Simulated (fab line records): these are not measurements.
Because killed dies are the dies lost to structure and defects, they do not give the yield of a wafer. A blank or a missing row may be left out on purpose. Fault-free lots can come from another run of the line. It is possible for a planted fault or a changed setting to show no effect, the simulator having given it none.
fab line records -- flow nand_harc
[record] lots = 13, wafers = 39, last_day = 33
route steps=1302 shown A_M1@1189 A_BONDPAD@1210 END@1302
lots that met no fault: from a run of the same line without faults
start_h: the number of hours between the record's first day and the start of the first shown wafer of the lot -- wait_h: hours from the lot's prior step to this one -- " unchanged from the row above -- L1.1+2: a single row standing in for several wafers -- - value missing, or start not given -- * or withheld: withheld -- < > ~ a bound
route shown NAME@n: a module of which the file shows steps, and the number in the route of the first -- usual: mean/standard deviation of fault-free wafers -- same: alike in all rows -- chamber/n: place in a boat -- sites: readings site by site -- _std_site: their standard deviation -- _edge_site: mean of outer sites minus mean of inner sites -- radius_mm: for every site, how far away it sits from the centre of the wafer -- mask NAME#n: copy n -- behind: tool/chamber where the wafer was last shaped -- hold: the reason the lot was held/the length of the hold in hours/how it ended -- device: the n, p or np transistor that did not switch -- end of line: at the end of the route, the tests of the same wafers -- a step given without rows: its recipe and nothing more -- killed: at the first sort, the dies lost to defects and structure; wafer yield is something else -- map: per-die view of a wafer (x killed, . not killed, _ where there is no die)
set.NAME: the setting that was run; set.NAME@STEP: the one run at that earlier step -- model.NAME: the simulator's own value behind a step, which no gauge read
steps of the route over a sample of lots; a table a step, a row a wafer
services: when a tool's chamber went out of use (start_h, in hours from the record's first day, below 0 if earlier), for how many hours, and the reason
[[steps]]
[step NHARC_A_M1_DEGAS_29]
[recipe] temp_c = 250, time_s = 60
[usual] heater_power_w = 337/38
lot.wafer,tool,chamber,start_h,wait_h,heater_power_w
L822.4,pvd_sputter-03,-,545.40,-,333
L822.1,pvd_sputter-03,-,545.40,-,272
L822.5,pvd_sputter-03,-,545.40,-,336
L824.1,pvd_sputter-01,-,562.78,-,402
L824.2,pvd_sputter-01,-,562.78,-,380
L824.3,pvd_sputter-01,-,562.78,-,290
L823.4,pvd_sputter-01,-,563.71,-,325
L823.2,pvd_sputter-01,-,563.71,-,296
L823.6,pvd_sputter-01,-,563.71,-,407
L825.3,pvd_sputter-03,-,580.66,-,357
L825.2,pvd_sputter-03,-,580.66,-,280
L825.1,pvd_sputter-03,-,580.66,-,355
L826.1,pvd_sputter-03,-,586.23,-,356
L826.2,pvd_sputter-03,-,586.23,-,347
L826.6,pvd_sputter-03,-,586.23,-,352
L827.3,pvd_sputter-03,-,590.72,-,276
L827.1,pvd_sputter-03,-,590.72,-,351
L827.5,pvd_sputter-03,-,590.72,-,274
L829.1,pvd_sputter-03,-,607.21,-,371
L829.2,pvd_sputter-03,-,607.21,-,331
L829.6,pvd_sputter-03,-,607.21,-,363
L828.3,pvd_sputter-03,-,609.69,-,366
L828.1,pvd_sputter-03,-,609.69,-,351
L828.2,pvd_sputter-03,-,609.69,-,340
L836.1,pvd_sputter-03,-,698.89,-,346
L836.3,pvd_sputter-03,-,698.89,-,358
L836.6,pvd_sputter-03,-,698.89,-,350
L841.1,pvd_sputter-02,-,736.42,-,333
L841.2,pvd_sputter-02,-,736.42,-,383
L841.5,pvd_sputter-02,-,736.42,-,348
L842.1,pvd_sputter-01,-,737.79,-,315
L842.2,pvd_sputter-01,-,737.79,-,303
L842.5,pvd_sputter-01,-,737.79,-,339
L840.1,pvd_sputter-02,-,745.90,-,387
L840.3,pvd_sputter-02,-,745.90,-,311
L840.6,pvd_sputter-02,-,745.90,-,380
L843.4,pvd_sputter-03,-,749.37,-,352
L843.3,pvd_sputter-03,-,749.37,-,316
L843.2,pvd_sputter-03,-,749.37,-,327
[step NHARC_A_BONDPAD_SOFTBAKE_04]
[recipe] temp_c = 125, time_s = 70
[usual] heater_power_total_W = 200.9/1.3
lot.wafer,tool,chamber,start_h,wait_h,heater_power_total_W
L822.1,litho_track-02,0,548,-,199.3
L822.4,litho_track-02,0,548,-,200.3
L822.5,litho_track-02,0,548,-,199.1
L824.1,litho_track-02,0,565,-,202.5
L824.2,litho_track-02,0,565,-,202.6
L824.3,litho_track-02,0,565,-,200.2
L823.2,litho_track-02,0,566,-,200.7
L823.4,litho_track-02,0,566,-,199.1
L823.6,litho_track-02,0,566,-,201.0
L825.1,litho_track-03,0,583,-,199.3
L825.2,litho_track-03,0,583,-,202.5
L825.3,litho_track-03,0,583,-,199.7
L826.1,litho_track-02,0,589,-,202.4
L826.2,litho_track-02,0,589,-,202.7
L826.6,litho_track-02,0,589,-,200.8
L827.1,litho_track-02,0,593,-,199.5
L827.3,litho_track-02,0,593,-,199.6
L827.5,litho_track-02,0,593,-,200.5
L829.1,litho_track-03,0,610,-,199.4
L829.2,litho_track-03,0,610,-,199.9
L829.6,litho_track-03,0,610,-,199.4
L828.1,litho_track-05,0,612,-,202.4
L828.2,litho_track-05,0,612,-,202.6
L828.3,litho_track-05,0,612,-,198.9
L836.1,litho_track-03,0,702,-,338.4
L836.3,litho_track-03,0,702,-,202.7
L836.6,litho_track-03,0,702,-,200.1
L841.1,litho_track-02,0,739,-,201.3
L841.2,litho_track-02,0,739,-,199.1
L841.5,litho_track-02,0,739,-,199.6
L842.1,litho_track-02,0,740,-,202.3
L842.2,litho_track-02,0,740,-,200.8
L842.5,litho_track-02,0,740,-,200.1
L840.1,litho_track-02,0,749,-,202.6
L840.3,litho_track-02,0,749,-,201.3
L840.6,litho_track-02,0,749,-,200.5
L843.2,litho_track-03,0,752,-,199.3
L843.3,litho_track-03,0,752,-,201.1
L843.4,litho_track-03,0,752,-,201.1
[step NHARC_A_BONDPAD_OVL_MEAS_35]
[usual] overlay_x_nm = 0/7.4, overlay_y_nm = 1/5.8
lot.wafer,tool,chamber,start_h,wait_h,overlay_x_nm,overlay_y_nm
L822.1,overlay-01,-,548.97,-,-12,-14
L822.4,overlay-01,-,548.97,-,-12,-14
L822.5,overlay-01,-,548.97,-,-12,-15
L824.1,overlay-01,-,566.47,-,17,5
L824.2,overlay-01,-,566.47,-,16,4
L824.3,overlay-01,-,566.47,-,16,4
L823.2,overlay-01,-,567.29,-,-3,-5
L823.4,overlay-01,-,567.29,-,-4,-5
L823.6,overlay-01,-,567.29,-,-3,-5
L825.1,overlay-01,-,584.29,-,8,12
L825.2,overlay-01,-,584.29,-,7,12
L825.3,overlay-01,-,584.29,-,8,11
L826.1,overlay-02,-,589.81,-,-10,3
L826.2,overlay-02,-,589.81,-,-9,3
L826.6,overlay-02,-,589.81,-,-9,3
L827.1,overlay-02,-,594.15,-,-12,2
L827.3,overlay-02,-,594.15,-,-12,2
L827.5,overlay-02,-,594.15,-,-12,2
L829.1,overlay-01,-,610.86,-,5,-1
L829.2,overlay-01,-,610.86,-,5,-1
L829.6,overlay-01,-,610.86,-,5,-1
L828.1,overlay-02,-,613.14,-,1,-5
L828.2,overlay-02,-,613.14,-,1,-6
L828.3,overlay-02,-,613.14,-,1,-5
L836.1,overlay-01,-,702.57,-,-11,6
L836.3,overlay-01,-,702.57,-,-10,6
L836.6,overlay-01,-,702.57,-,-11,6
L841.1,overlay-01,-,739.87,-,3,2
L841.2,overlay-01,-,739.87,-,3,2
L841.5,overlay-01,-,739.87,-,3,2
L842.1,overlay-02,-,741.34,-,-5,-2
L842.2,overlay-02,-,741.34,-,-5,-2
L842.5,overlay-02,-,741.34,-,-5,-2
L840.1,overlay-02,-,749.94,-,8,0
L840.3,overlay-02,-,749.94,-,8,0
L840.6,overlay-02,-,749.94,-,8,0
L843.2,overlay-02,-,752.90,-,7,1
L843.3,overlay-02,-,752.90,-,7,2
L843.4,overlay-02,-,752.90,-,6,2
[step NHARC_A_BONDPAD_ETCH_34]
[recipe] target_depth_a = 600, overetch_a = 180, time_s = 65.91, ion_energy_ev = 200, n2_flow_sccm = 150, h2_flow_sccm = 150, ar_flow_sccm = 0, rf_w = 400, bias_w = 150, chemistry = N2/H2
[usual] chamber_pressure_mTorr = 30.004/0.029, drypump_motor_current_A = 5.7/0.43, mfc_ar_sccm = 0.006/0.0075, oes_product_au = 1.004/0.0073, rf_vpp_V = 431.6/2.6, showerhead_plenum_p_Torr = 2.09/0.087, throttle_valve_pct = 14.173/0.01
lot.wafer,tool,chamber,start_h,wait_h,chamber_pressure_mTorr,drypump_motor_current_A,mfc_ar_sccm,oes_product_au,rf_hours_counter_h,rf_vpp_V,showerhead_plenum_p_Torr,throttle_valve_pct
L822.4,rie_diel-11,0,549.18,0.1,30.020,6.3,0,1.002,17,428.4,1.93,14.186
L822.1,rie_diel-11,2,549.18,0.1,29.982,5.1,0,1.020,15,434.8,2.20,14.181
L822.5,rie_diel-11,0,549.18,0.1,30.041,6.3,0,1.001,-,426.6,1.93,14.172
L824.2,rie_diel-07,1,566.68,0.1,30.027,5.7,0.008,1.012,3,430.1,1.97,14.176
L824.1,rie_diel-07,2,566.68,0.1,30.038,6.3,0.019,1.005,3,431.9,2.09,14.164
L824.3,rie_diel-07,0,566.68,0.1,29.957,5.4,0,1.008,3,432.2,2.10,14.178
L823.2,rie_diel-07,3,567.51,0.1,30.067,5.3,0,1.001,3,434.0,2.13,14.174
L823.4,rie_diel-07,0,567.51,0.1,30.037,5.4,0,1.007,3,431.9,2.10,14.182
L823.6,rie_diel-07,0,567.51,0.1,30.012,5.4,0,1.014,-,433.0,2.10,14.174
L825.1,rie_diel-07,3,584.50,0.1,30.050,5.2,0,0.999,3,432.5,2.13,14.178
L825.2,rie_diel-07,0,584.50,0.1,29.971,5.4,0,1.015,4,432.8,2.10,14.158
L825.3,rie_diel-07,2,584.50,0.1,30.024,6.3,0.019,1.009,3,433.8,2.09,14.173
L826.2,rie_diel-07,2,590.02,0.1,30.051,6.3,0.019,1.004,4,430.9,2.09,14.177
L826.1,rie_diel-07,0,590.02,0.1,29.999,5.4,0,1.021,4,431.7,2.10,14.164
L826.6,rie_diel-07,2,590.02,0.1,29.980,6.3,0.019,1.011,-,431.1,2.09,14.186
L827.1,rie_diel-07,3,594.37,0.1,30.027,5.2,0,1.001,4,432.1,2.13,14.177
L827.3,rie_diel-07,0,594.37,0.1,29.974,5.3,0,1.011,4,431.9,2.10,14.162
L827.5,rie_diel-07,2,594.37,0.1,29.986,6.3,0.019,1.007,-,431.0,2.09,14.180
L829.2,rie_diel-07,1,611.07,0.1,30.043,5.7,0.008,0.994,4,428.3,1.97,14.168
L829.1,rie_diel-07,3,611.07,0.1,29.986,5.2,0,0.998,4,433.9,2.13,14.165
L829.6,rie_diel-07,2,611.07,0.1,30.004,6.3,0.019,1.008,-,431.6,2.09,14.176
L828.2,rie_diel-04,0,613.35,0.1,29.994,5.7,0,0.997,22,433.6,2.15,14.193
L828.1,rie_diel-04,1,613.35,0.1,30.013,5.0,0,1.009,22,433.5,2.21,14.181
L828.3,rie_diel-04,3,613.35,0.1,30.058,5.4,0,1.008,20,426.9,1.97,14.176
L836.3,rie_diel-07,1,702.78,0.1,29.996,5.7,0.008,1.008,0,429.2,1.97,14.178
L836.1,rie_diel-07,0,702.78,0.1,30.020,5.4,0,1.015,0,431.6,2.10,14.157
L836.6,rie_diel-07,1,702.78,0.1,29.991,5.7,0.008,1.007,-,428.0,1.97,14.171
L841.1,rie_diel-11,2,740.08,0.1,30.021,5.1,0,1.008,19,434.9,2.19,14.173
L841.2,rie_diel-11,1,740.08,0.1,30.047,5.5,0,1.005,19,434.9,2.20,14.157
L841.5,rie_diel-11,3,740.08,0.1,30.030,5.6,0.002,0.998,-,434.4,2.20,14.151
L842.1,rie_diel-07,2,741.57,0.1,29.993,6.3,0.019,1.009,2,432.0,2.09,14.184
L842.2,rie_diel-07,1,741.57,0.1,29.963,5.7,0.008,1.011,2,426.3,1.97,14.182
L842.5,rie_diel-07,2,741.57,0.1,29.971,6.3,0.019,1.005,-,431.5,2.09,14.166
L840.3,rie_diel-07,2,750.15,0.1,30.007,6.3,0.019,1.006,3,431.9,2.09,14.165
L840.1,rie_diel-07,1,750.15,0.1,30.056,5.7,0.008,1.005,2,427.9,1.97,14.171
L840.6,rie_diel-07,3,750.15,0.1,30.028,5.2,0,1.009,-,432.8,2.12,14.170
L843.3,rie_diel-07,3,753.11,0.1,30.023,5.2,0,1.007,3,433.2,2.12,14.164
L843.4,rie_diel-07,0,753.11,0.1,29.976,5.3,0,0.994,2,433.6,2.10,14.173
L843.2,rie_diel-07,1,753.11,0.1,30.001,5.7,0.008,0.997,2,426.9,1.97,14.152
[step NHARC_END_SORT_01]
[recipe] temp_c = 25
[usual] defect_limited_yield = 90/3.3, killed_at_array = 61/23, killed_at_other = 1.3/1.4, killed_at_periphery = 4.0/2.6, killed_dies = 66/22, killed_open = 3.4/1.8, killed_short = 2.3/1.4
[same] gross_dies = 677
lot.wafer,tool,chamber,start_h,wait_h,defect_limited_yield[%],killed_at_array,killed_at_other,killed_at_periphery,killed_dies,killed_open,killed_short
L826.1,prober-02,0,621.19,2.5,96,26,1,3,30,6,4
L826.2,prober-02,0,621.99,2.8,95,33,1,2,36,3,3
L826.6,prober-02,0,625.19,4.0,95,30,0,2,32,2,2
L827.1,prober-01,0,628.47,2.5,83,106,2,4,112,3,3
L827.3,prober-01,0,630.08,3.1,83,111,1,1,113,2,3
L827.5,prober-01,0,631.69,3.7,83,114,2,2,118,2,4
L829.1,prober-02,0,640.61,2.5,95,27,1,6,34,3,2
L829.2,prober-02,0,641.42,2.8,93,32,3,12,47,5,4
L829.6,prober-02,0,644.64,4.0,93,32,5,8,45,4,3
L828.1,prober-01,0,640.63,2.5,83,111,0,2,113,2,1
L828.2,prober-01,0,641.43,2.8,84,103,1,6,110,3,1
L828.3,prober-01,0,642.22,3.1,84,105,0,3,108,5,3
L841.1,prober-01,0,771.52,2.5,91,57,0,4,61,2,2
L841.2,prober-01,0,772.32,2.8,91,57,1,4,62,6,0
L841.5,prober-01,0,774.73,3.7,90,60,1,4,65,4,3
// killed by level:class
L826.1 A_CHANNEL_HOLE_D2:chamber_film_flake=8 A_CHANNEL_HOLE_D1:chamber_film_flake=6 A_CHANNEL_FILL_D1:geometric_particle:open=2 A_SLIT:chamber_film_flake=2 A_WL_FILL:chamber_film_flake=2 P_STI:geometric_particle:open=1 P_GATE:geometric_particle:open=1 P_M2:geometric_particle:open=1
L826.2 A_CHANNEL_HOLE_D2:chamber_film_flake=18 A_CHANNEL_HOLE_D1:chamber_film_flake=4 P_ZERO_WELL:chamber_film_flake=2 A_M1:chamber_film_flake=2 A_SOURCE_PLATE:geometric_particle:open=1 A_ONON_D1:geometric_particle:short=1 A_ONON_D2:geometric_particle:open=1 A_CHANNEL_FILL_D2:geometric_particle:short=1
L826.6 A_CHANNEL_HOLE_D2:chamber_film_flake=16 A_STAIRCASE:chamber_film_flake=3 A_CHANNEL_HOLE_D1:chamber_film_flake=2 A_WL_FILL:chamber_film_flake=2 A_M1:chamber_film_flake=2 P_M0:geometric_particle:short=1 A_SOURCE_PLATE:geometric_particle:short=1 A_CHANNEL_HOLE_D2:geometric_particle:open=1
L827.1 A_SLIT:chamber_film_flake=36 A_CHANNEL_HOLE_D1:chamber_film_flake=34 A_CHANNEL_HOLE_D2:chamber_film_flake=29 A_CONTACT:chamber_film_flake=3 A_STAIRCASE:chamber_film_flake=2 THIN_TSV:chamber_film_flake=2 P_GATE:geometric_particle:open=1 P_M0:geometric_particle:open=1
L827.3 A_SLIT:chamber_film_flake=37 A_CHANNEL_HOLE_D2:chamber_film_flake=34 A_CHANNEL_HOLE_D1:chamber_film_flake=31 A_ONON_D2:geometric_particle:short=2 A_STAIRCASE:chamber_film_flake=2 A_CONTACT:chamber_film_flake=2 P_M0:geometric_particle:open=1 A_DECK1_JOINT:geometric_particle:short=1
L827.5 A_SLIT:chamber_film_flake=41 A_CHANNEL_HOLE_D1:chamber_film_flake=33 A_CHANNEL_HOLE_D2:chamber_film_flake=30 A_CONTACT:chamber_film_flake=5 THIN_TSV:chamber_film_flake=2 P_GATE:geometric_particle:short=1 P_GATE:geometric_particle:open=1 A_CHANNEL_FILL_D1:geometric_particle:short=1
L829.1 A_CHANNEL_HOLE_D2:chamber_film_flake=7 P_BONDPAD:chamber_film_flake=4 A_CHANNEL_HOLE_D1:chamber_film_flake=4 A_STAIRCASE:chamber_film_flake=4 A_CHANNEL_HOLE_D2:geometric_particle:open=2 P_ZERO_WELL:chamber_film_flake=2 A_SLIT:chamber_film_flake=2 A_CONTACT:chamber_film_flake=2
L828.1 A_CHANNEL_HOLE_D2:chamber_film_flake=39 A_CHANNEL_HOLE_D1:chamber_film_flake=35 A_SLIT:chamber_film_flake=30 A_STAIRCASE:chamber_film_flake=2 A_ONON_D1:geometric_particle:short=1 A_DECK1_JOINT:geometric_particle:open=1 A_M0:geometric_particle:open=1 P_STI:chamber_film_flake=1
L829.2 A_CHANNEL_HOLE_D2:chamber_film_flake=15 P_BONDPAD:chamber_film_flake=6 A_CHANNEL_HOLE_D1:chamber_film_flake=3 THIN_TSV:chamber_film_flake=3 P_ZERO_WELL:chamber_film_flake=2 A_ZERO_WELL:chamber_film_flake=2 A_SLIT:chamber_film_flake=2 A_CONTACT:chamber_film_flake=2
L828.2 A_SLIT:chamber_film_flake=35 A_CHANNEL_HOLE_D1:chamber_film_flake=32 A_CHANNEL_HOLE_D2:chamber_film_flake=32 P_CONTACT:geometric_particle:open=2 P_CONTACT:chamber_film_flake=2 A_STAIRCASE:chamber_film_flake=2 P_M0:geometric_particle:open=1 A_WL_FILL:geometric_particle:short=1
L828.3 A_SLIT:chamber_film_flake=37 A_CHANNEL_HOLE_D1:chamber_film_flake=30 A_CHANNEL_HOLE_D2:chamber_film_flake=30 P_CONTACT:geometric_particle:open=2 A_DECK1_JOINT:geometric_particle:open=2 A_STAIRCASE:chamber_film_flake=2 P_CONTACT:geometric_particle:short=1 A_CHANNEL_FILL_D1:geometric_particle:open=1
L829.6 A_CHANNEL_HOLE_D2:chamber_film_flake=17 A_CONTACT:chamber_film_flake=5 P_BONDPAD:chamber_film_flake=4 THIN_TSV:chamber_film_flake=4 A_CHANNEL_HOLE_D1:chamber_film_flake=2 A_SLIT:chamber_film_flake=2 P_GATE:geometric_particle:open=1 P_M0:geometric_particle:open=1
L841.1 A_CHANNEL_HOLE_D2:chamber_film_flake=25 A_CHANNEL_HOLE_D1:chamber_film_flake=9 A_SLIT:chamber_film_flake=7 A_DECK1_JOINT:chamber_film_flake=4 A_M1:chamber_film_flake=4 A_CHANNEL_FILL_D1:chamber_film_flake=3 P_GATE:chamber_film_flake=2 A_CONTACT:chamber_film_flake=2
L841.2 A_CHANNEL_HOLE_D2:chamber_film_flake=30 A_CHANNEL_HOLE_D1:chamber_film_flake=7 A_M1:chamber_film_flake=7 A_SLIT:chamber_film_flake=6 A_WL_FILL:geometric_particle:open=3 A_CONTACT:chamber_film_flake=2 P_CONTACT:geometric_particle:open=1 P_M0:geometric_particle:open=1
L841.5 A_CHANNEL_HOLE_D2:chamber_film_flake=20 A_CHANNEL_HOLE_D1:chamber_film_flake=17 A_SLIT:chamber_film_flake=7 A_CONTACT:chamber_film_flake=4 A_M1:chamber_film_flake=3 A_CHANNEL_FILL_D1:geometric_particle:open=2 P_GATE:chamber_film_flake=2 A_DECK1_JOINT:chamber_film_flake=2
[[services]]
tool,chamber,start_h,hours,kind
pvd_sputter-03,-,526.10,10.0,pm
rie_diel-07,0,529.24,-,clean
rie_diel-07,1,529.24,-,clean
rie_diel-07,2,529.24,-,clean
rie_diel-07,3,529.24,-,clean
rie_diel-04,-,533.00,9.0,pm
rie_diel-07,3,547.52,4.3,repair
litho_track-02,-,577.00,7.0,pm
pvd_sputter-01,-,598.10,3.7,repair
rie_diel-11,-,609.50,9.0,pm
litho_track-03,-,625.00,7.0,pm
pvd_sputter-02,-,638.02,10.0,pm
rie_diel-07,-,648.24,9.0,pm
rie_diel-11,1,656.67,20.0,repair
rie_diel-07,0,670.58,2.6,repair
rie_diel-07,1,677.98,13.1,repair
pvd_sputter-02,-,695.63,11.6,repair
pvd_sputter-03,-,704.10,10.0,pm
rie_diel-04,-,710.00,9.0,pm
rie_diel-11,2,735.30,3.0,repair
rie_diel-07,0,741.45,3.8,repair
pvd_sputter-02,-,746.46,4.0,repair
litho_track-02,-,752.00,7.0,pm
rie_diel-11,2,752.86,2.1,repair
[[key]]
[first_sign] step = NHARC_A_BONDPAD_SOFTBAKE_04, reading = heater_power_total_W, direction = up, sigmas = 99+, usual = *, struck = *
effect none on later readings
met_at NHARC_A_BONDPAD_SOFTBAKE_04
struck_lots L836
struck_wafers L836.1
not_acting_at NHARC_A_M1_DEGAS_29,NHARC_A_BONDPAD_OVL_MEAS_35,NHARC_A_BONDPAD_ETCH_34
onset_between 610 702
[fault] kind = process_parameter_drift, tool = litho_track-03, chamber = -, onset_h = 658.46, steps = NHARC_A_BONDPAD_SOFTBAKE_04, channel = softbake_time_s, offset = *, shape = step, end_h = 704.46, scope = struck_wafers_only, acts_in = *, stated = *
